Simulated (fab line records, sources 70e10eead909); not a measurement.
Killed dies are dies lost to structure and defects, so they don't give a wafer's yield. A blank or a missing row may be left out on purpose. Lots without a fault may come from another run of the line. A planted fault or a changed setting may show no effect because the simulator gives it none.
Which tool did it? | flow nand_harc | 12 lots, 35 wafers sampled, at 5 steps of a route of 1302

WHAT THE GAUGES READ, wafer by wafer
NHARC_END_SORT_01.
lot  | measured     | on        | killed_at_array | killed_at_other | killed_at_periphery | killed_dies | killed_open | killed_short
L229 | day 28 02:01 | prober-02 | 59 51 269       | 1 1 2           | 5 5 3               | 65 57 274   | 3 0 2       | 3 2 2
L228 | day 29 02:35 | prober-01 | 65 265          | 1 0             | 3 5                 | 69 270      | 3 5         | 2 0
L230 | day 29 09:35 | prober-01 | 300 53 244      | 2 0 0           | 3 10 8              | 305 63 252  | 1 3 2       | 2 2 0

WHICH TOOL RAN EACH LOT (tool, then ch and the chambers of the sampled wafers, then the start)
lot  | NHARC_A_CONTACT_ETCH_49                       | NHARC_A_CONTACT_ETCH_51                       | NHARC_A_CONTACT_ETCH_112             | NHARC_A_CONTACT_ETCH_102
L219 | rie_diel-03 ch 0,1,2, day 21 12:35 or earlier | rie_diel-03 ch 0,1,3, day 21 12:35 or earlier | har_cap_etch-01 ch 0, day 21 12:35   | rie_diel-03 ch 1,2,3, day 21 15:56
L220 | rie_diel-03 ch 0,1,3, day 22 05:34 or earlier | rie_diel-03 ch 1,2,3, day 22 05:34 or earlier | har_cap_etch-02 ch 0,1, day 22 05:34 | rie_diel-03 ch 0,1,2, day 22 09:01
L229 | rie_diel-03 ch 1,3, day 25 10:12 or earlier   | rie_diel-03 ch 2,3, day 25 10:12 or earlier   | har_cap_etch-03 ch 0,1, day 25 10:12 | rie_diel-03 ch 0,1,2, day 25 13:33
L228 | rie_diel-04 ch 2,3, day 25 10:41 or earlier   | rie_diel-04 ch 0,3, day 25 10:41 or earlier   | har_cap_etch-02 ch 0, day 25 10:41   | rie_diel-03 ch 1,2, day 25 14:57
L230 | rie_diel-03 ch 0,2, day 26 00:36 or earlier   | rie_diel-03 ch 0,1, day 26 00:36 or earlier   | har_cap_etch-01 ch 0,1, day 26 00:36 | rie_diel-03 ch 1,2,3, day 26 03:58
L233 | rie_diel-11 ch 0,1,3, day 27 08:47 or earlier | rie_diel-11 ch 1,2,3, day 27 08:47 or earlier | har_cap_etch-01 ch 0,1, day 27 08:47 | rie_diel-11 ch 0,3, day 27 12:12
L235 | rie_diel-04 ch 1,2,3, day 28 15:29 or earlier | rie_diel-04 ch 0,2,3, day 28 15:29 or earlier | har_cap_etch-01 ch 0,1, day 28 15:29 | rie_diel-11 ch 0,2, day 28 19:38
L240 | rie_diel-04 ch 0,2,3, day 29 06:34 or earlier | rie_diel-04 ch 0,2,3, day 29 06:34 or earlier | har_cap_etch-01 ch 0,1, day 29 06:34 | rie_diel-04 ch 0,1,3, day 29 09:58
L237 | rie_diel-11 ch 0,1,3, day 29 10:22 or earlier | rie_diel-11 ch 1,3, day 29 10:22 or earlier   | har_cap_etch-02 ch 0,1, day 29 10:22 | rie_diel-11 ch 1,3, day 29 13:44
L239 | rie_diel-11 ch 1,2,3, day 30 03:55 or earlier | rie_diel-11 ch 0,1, day 30 03:55 or earlier   | har_cap_etch-02 ch 0,1, day 30 03:55 | rie_diel-04 ch 0,3, day 30 07:16
L241 | rie_diel-11 ch 1,2, day 31 07:38 or earlier   | rie_diel-11 ch 2,3, day 31 07:38 or earlier   | har_cap_etch-02 ch 0,1, day 31 07:38 | rie_diel-03 ch 1,2,3, day 31 10:59
L242 | rie_diel-03 ch 0,2, day 31 10:01 or earlier   | rie_diel-03 ch 0,3, day 31 10:01 or earlier   | har_cap_etch-03 ch 1, day 31 10:01   | rie_diel-03 ch 0,1, day 31 13:23
- NHARC_A_CONTACT_ETCH_49: etches the open film in N2/H2, target depth 260 nm, time 475.3 s.
- NHARC_A_CONTACT_ETCH_51: etches the open film in O2/COS, target depth 7000 nm, time 1820 s.
- NHARC_A_CONTACT_ETCH_112: etches the open film in C4F8/O2/Ar, time 190 s, target depth 1850 nm.
- NHARC_A_CONTACT_ETCH_102: etches the open film in CF4/O2, target depth 100 nm, overetch 10 nm, time 55 s.

WHAT THE TOOLS THEMSELVES READ (means of the sampled wafers that have a number; where no wafer has one, the mark that the record gives instead)
NHARC_A_CONTACT_ETCH_49.
lot  | tool        | drypump_motor_current_A (A) | oes_product_au (a.u.) | rf_vpp_V (V) | showerhead_plenum_p_Torr (Torr) | throttle_valve_pct (%)
L219 | rie_diel-03 | 5.8                         | 1.003                 | 431.3        | 2.06                            | 14.172
L220 | rie_diel-03 | 6.0                         | 0.997                 | 432.6        | 2.10                            | 14.173
L229 | rie_diel-03 | 6.2                         | 0.991                 | 432.2        | 2.12                            | 14.171
L228 | rie_diel-04 | 5.5                         | 1.006                 | 430.1        | 2.02                            | 14.188
L230 | rie_diel-03 | 5.7                         | 1.006                 | 429.3        | 2.01                            | 14.179
L233 | rie_diel-11 | 5.6                         | 1.009                 | 431.5        | 2.09                            | 14.177
L235 | rie_diel-04 | 5.5                         | 0.996                 | 429.9        | 2.03                            | 14.174
L240 | rie_diel-04 | 5.5                         | 1.004                 | 430.5        | 2.04                            | 14.174
L237 | rie_diel-11 | 5.6                         | 1.011                 | 431.9        | 2.08                            | 14.173
L239 | rie_diel-11 | 5.7                         | 1.003                 | 431.3        | 2.07                            | 14.167
L241 | rie_diel-11 | 5.8                         | 1.003                 | 429.9        | 2.02                            | 14.166
L242 | rie_diel-03 | 5.5                         | 1.001                 | 430.2        | 2.02                            | 14.177

NHARC_A_CONTACT_ETCH_51.
lot  | tool        | drypump_motor_current_A (A) | oes_product_au (a.u.) | rf_vpp_V (V) | showerhead_plenum_p_Torr (Torr) | throttle_valve_pct (%)
L219 | rie_diel-03 | 6.0                         | 0.997                 | 315.2        | 3.21                            | 28.327
L220 | rie_diel-03 | 6.2                         | 1.003                 | 314.8        | 3.17                            | 28.330
L229 | rie_diel-03 | 6.1                         | 1.005                 | 314.3        | 3.10                            | 28.332
L228 | rie_diel-04 | 5.3                         | 1.002                 | 314.0        | 3.12                            | 28.326
L230 | rie_diel-03 | 5.8                         | 0.998                 | 314.5        | 3.21                            | 28.332
L233 | rie_diel-11 | 5.8                         | 1.002                 | 314.1        | 3.18                            | 28.328
L235 | rie_diel-04 | 5.5                         | 1.001                 | 314.4        | 3.12                            | 28.327
L240 | rie_diel-04 | 5.5                         | 0.996                 | 313.8        | 3.11                            | 28.328
L237 | rie_diel-11 | 5.7                         | 1.005                 | 315.0        | 3.12                            | 28.321
L239 | rie_diel-11 | 5.6                         | 1.000                 | 313.9        | 3.11                            | 28.331
L241 | rie_diel-11 | 5.8                         | 1.010                 | 316.1        | 3.28                            | 28.324
L242 | rie_diel-03 | 6.1                         | 1.000                 | 314.5        | 3.18                            | 28.331

NHARC_A_CONTACT_ETCH_102.
lot  | tool        | drypump_motor_current_A (A) | oes_product_au (a.u.) | rf_vpp_V (V) | showerhead_plenum_p_Torr (Torr) | throttle_valve_pct (%)
L219 | rie_diel-03 | 6.2                         | 0.998                 | 198.2        | 1.36                            | 13.395
L220 | rie_diel-03 | 5.8                         | 1.002                 | 198.7        | 1.35                            | 13.396
L229 | rie_diel-03 | 5.8                         | 0.982                 | 197.9        | 1.34                            | 13.391
L228 | rie_diel-03 | 6.0                         | 0.983                 | 197.9        | 1.34                            | 13.388
L230 | rie_diel-03 | 6.2                         | 0.966                 | 197.7        | 1.36                            | 13.397
L233 | rie_diel-11 | 5.6                         | 1.005                 | 198.8        | 1.40                            | 13.403
L235 | rie_diel-11 | 5.6                         | 1.009                 | 199.2        | 1.43                            | 13.393
L240 | rie_diel-04 | 5.4                         | 1.000                 | 196.9        | 1.33                            | 13.401
L237 | rie_diel-11 | 5.7                         | 0.998                 | 197.6        | 1.34                            | 13.393
L239 | rie_diel-04 | 5.2                         | 1.007                 | 197.7        | 1.31                            | 13.399
L241 | rie_diel-03 | 6.2                         | 1.003                 | 198.7        | 1.35                            | 13.405
L242 | rie_diel-03 | 5.9                         | 1.002                 | 199.3        | 1.37                            | 13.398

THE ANSWER, worked out from the rows above alone
Rule: what is usual is taken from the lots themselves. Put in order of their means at a reading, lots are off if they are a third of the lots or fewer, leave a main group of 4 or more, and stand apart from it by a gap of 3 or more times the standard deviation of the main group's means; of several such gaps the widest counts. A main group whose means are all the same, to the digits that the tables above print for the reading, isn't used. A lot without any number at a reading at which 4 lots or more have one is off too. The other lots that the step has rows for count as sound. The gauges are gone through in route order, then the tools' own readings, and for those a lot's mean is taken as printed above. The first step at which some lot is off is used, and at that step the reading that is off furthest; a lot without a number counts as furthest.
Off: L229, L228, L230, at NHARC_A_CONTACT_ETCH_102 (oes_product_au). The main group: mean 1.003 a.u., standard deviation 0.0036.
A tool fits if, at that step or a process step before it, it ran every lot that is off, and no sound lot after the first of them. NHARC_A_CONTACT_ETCH_49 gives no start for some lots, so the hours and the order of its lots are those of NHARC_A_CONTACT_ETCH_112. NHARC_A_CONTACT_ETCH_51 gives no start for some lots, so the hours and the order of its lots are those of NHARC_A_CONTACT_ETCH_112. None of those tried fits.

WHAT THE SIMULATOR HAD PUT IN
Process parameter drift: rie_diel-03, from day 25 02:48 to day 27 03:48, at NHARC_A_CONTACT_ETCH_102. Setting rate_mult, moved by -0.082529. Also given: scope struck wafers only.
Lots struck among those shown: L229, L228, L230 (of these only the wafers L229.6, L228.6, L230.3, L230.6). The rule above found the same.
